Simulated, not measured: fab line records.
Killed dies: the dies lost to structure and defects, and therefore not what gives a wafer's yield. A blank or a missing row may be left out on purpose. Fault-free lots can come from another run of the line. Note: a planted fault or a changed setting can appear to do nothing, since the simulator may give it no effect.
Struck lot and sound lot, side by side :: flow n5Finfet :: 20 steps out of a route of 1938
Sound: the wafers L433.1, L433.4, L433.5. Struck: wafer L429.5 (L429.1, L429.2, from the same lot, were not struck and are left out); the cause is given at the end.
At each step with rows: each side's tool, then ch and its chambers, then its first start. Under that, the readings that differ: sound wafers :: struck wafers :: difference of the means :: sigmas: that difference in standard deviations of wafers without a fault.
alike: a reading whose means differ by less than 2 such deviations, as well as words and numbers matching on both sides. not compared: withheld readings; readings where some wafer has no value; bounds like >300 that might hide an equal value; numbers whose values overlap and for which the record gives no deviation.
The two part at a step that has a row with sigmas, a row that says differs or no value, or rows on one side only. When numbers do not overlap yet have no deviation, they are printed without sigmas and do not part them. A reading that every wafer of one side lacks parts them only if that side has two wafers or more.

first, 4 steps without rows for these wafers: N5_HKMG_FIN_SOFTBAKE_44 (time 60 s); N5_HKMG_FIN_EXPOSE_46 (exposes mask NDIPOLE); N5_HKMG_FIN_PEB_47 (peb time 60 s); N5_HKMG_FIN_DEVELOP_48 (develop time 30 s).
N5_HKMG_FIN_CD_MEAS_49: the cd target is 202 nm.
  sound on cdSem-03 ch 0, day 7 12:18; struck on cdSem-03 ch 0, day 6 13:28
  alike: cdNm
N5_HKMG_FIN_OVL_MEAS_50:
  sound on overlay-02 ch 0, day 7 12:20; struck on overlay-02 ch 0, day 6 13:30
  alike: NDIPOLE_OVL
N5_HKMG_FIN_INSPECT_61: inspects for defects (macro).
  struck on defectInspect-02, day 6 13:32; sound on defectInspect-02, day 7 12:21
  alike: rawDefectCount
N5_HKMG_FIN_DESCUM_53: chemistry O2, time 7.9 s.
  sound on rieDiel-02 ch 0,1,3, day 7 12:37; struck on rieDiel-03 ch 2, day 6 13:44
  alike: drypumpMotorCurrentA, oesProductAu, rfVppV, showerheadPlenumPTorr, throttleValvePct
  not compared: rfHoursCounterH
N5_HKMG_FIN_ETCH_54: etches SiARC in CF4, target depth 45.5 nm, time 75.8 s.
  sound on rieDiel-02 ch 0,1,3, day 7 12:39; struck on rieDiel-03 ch 2, day 6 13:46
  alike: drypumpMotorCurrentA, etchRfOnTimeS, mfcArSccm, oesProductAu, rfVppV, showerheadPlenumPTorr, throttleValvePct
  not compared: rfHoursCounterH
N5_HKMG_FIN_ETCH_55: etches SOC in N2/H2, target depth 240 nm, time 300 s.
  sound on rieDiel-02 ch 0,1,3, day 7 12:43; struck on rieDiel-03 ch 2, day 6 13:50
  alike: drypumpMotorCurrentA, oesProductAu, rfVppV, showerheadPlenumPTorr, throttleValvePct
  not compared: rfHoursCounterH
then, 1 step without rows for these wafers: N5_HKMG_FIN_STRIP_56 (strips in N2/H2).
N5_HKMG_FIN_STRIP_57: strips in CF4.
  sound on rieDiel-02 ch 0,1,3, day 7 12:54; struck on rieDiel-03 ch 2, day 6 14:01
  alike: drypumpMotorCurrentA, oesProductAu, rfVppV, showerheadPlenumPTorr, throttleValvePct
  not compared: rfHoursCounterH
N5_HKMG_FIN_ETCH_58: etches SOC in N2/H2, target depth 215.8 nm, time 741 s.
  sound on rieDiel-02 ch 0,1,3, day 7 12:55; struck on rieDiel-03 ch 2, day 6 14:02
reading: oesProductAu (a.u.)
sound: 0.94 0.68 0.72
struck: 1.03
difference: +0.25
sigmas: +2

reading: model.etch.depthNm (nm)
sound: 222.3 206.2 214.3
struck: 362.7
difference: +148.4
sigmas: 

reading: model.HKMG_FIN.featureDepthNm (nm)
sound: 222.4 206.2 214.4
struck: 362.6
difference: +148.3
sigmas: 

reading: model.SOC_of_HKMG_FIN_COAT_41.thkNm (nm)
sound: 77.4 95.4 86.2
struck: 0
difference: -86
sigmas: 
  alike: drypumpMotorCurrentA, rfVppV, showerheadPlenumPTorr, throttleValvePct
  not compared: rfHoursCounterH
N5_HKMG_FIN_STRIP_93: strips SOC in N2/H2, time 20 s.
  sound on rieDiel-02 ch 0,1,3, day 7 13:21; struck on rieDiel-03 ch 2, day 6 14:28
reading: rfVppV (V)
sound: 54.2 53.5 52.1
struck: 55.3
difference: +2.0
sigmas: +2

reading: model.SOC_of_HKMG_FIN_COAT_41.thkNm (nm)
sound: 67 85.6 76
struck: 0
difference: -76
sigmas: 
  alike: drypumpMotorCurrentA, oesProductAu, showerheadPlenumPTorr, throttleValvePct
  not compared: rfHoursCounterH
then, 1 step without rows for these wafers: N5_HKMG_FIN_WET_ETCH_76 (etches Al2O3 in dNH4OH, stops on La2O3, target depth 2.25 nm, rinse time 30 s).
N5_HKMG_FIN_STRIP_60: strips in N2/H2, time 360 s.
  sound on plasmaAsher-01 ch 0,1, day 7 13:30; struck on plasmaAsher-01 ch 0, day 6 14:37
  alike: drypumpMotorCurrentA, heaterPowerW
  not compared: rfHoursCounterH
N5_HKMG_FIN_WET_ETCH_77: etches La2O3 in dHCl, stops on HfO2, target depth 2 nm.
  sound on wetBench-02 ch 0,1,5, day 7 13:53; struck on wetBench-02 ch 2, day 6 15:01
reading: model.Al2O3_of_HKMG_FIN_ALD_75.thkNm (nm)
sound: 1 1 1
struck: 0
difference: -1
sigmas: 
then, 1 step without rows for these wafers: N5_HKMG_FIN_WET_ETCH_78 (etches Al2O3 in dNH4OH, stops on La2O3, target depth 4.5 nm, rinse time 30 s).
-- record jumps: 4 days separate the struck wafers' starts on either side; left off in module HKMG_FIN, taken up again in module BEOL_M4, whose first shown step is the route's number 1111 --
N5_BEOL_M4_RC_MEAS_101:
  sound on prober-01 ch 0, day 11 06:19; struck on prober-01 ch 0, day 10 23:13
  alike: DIBL_N, DIBL_P, IOFF_N, IOFF_P, ION_N, ION_P, SS_N, SS_P, VT_N, VT_P
-- the record jumps here: 4 days lie between the struck wafers' starts before and after (it left off in module BEOL_M4 and takes up again in module PASSIVATION, whose first step shown is number 1936 of the route) --
N5_PASSIVATION_PROBE_49:
  struck on prober-02, day 15 09:20; sound on prober-02, day 15 17:47
reading: killedAtFrontEnd
sound: 50 40 39
struck: 18
difference: -25
sigmas: -2
  alike: defectLimitedYield, killed_at_M0_to_M3, killed_at_M4_up, killedAtContacts, killedAtOther, killedDies, killedOpen, killedShort, sort_bin_5_function, sort_bin_6_memory, sortNPass, sortYieldPct

WHERE THEY PART
Last at N5_PASSIVATION_PROBE_49 as far as this record goes, first at N5_HKMG_FIN_ETCH_58.

WHY: the cause the simulator had injected
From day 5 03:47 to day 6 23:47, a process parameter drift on rieDiel-03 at N5_HKMG_FIN_ETCH_58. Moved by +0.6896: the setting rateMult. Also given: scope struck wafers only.
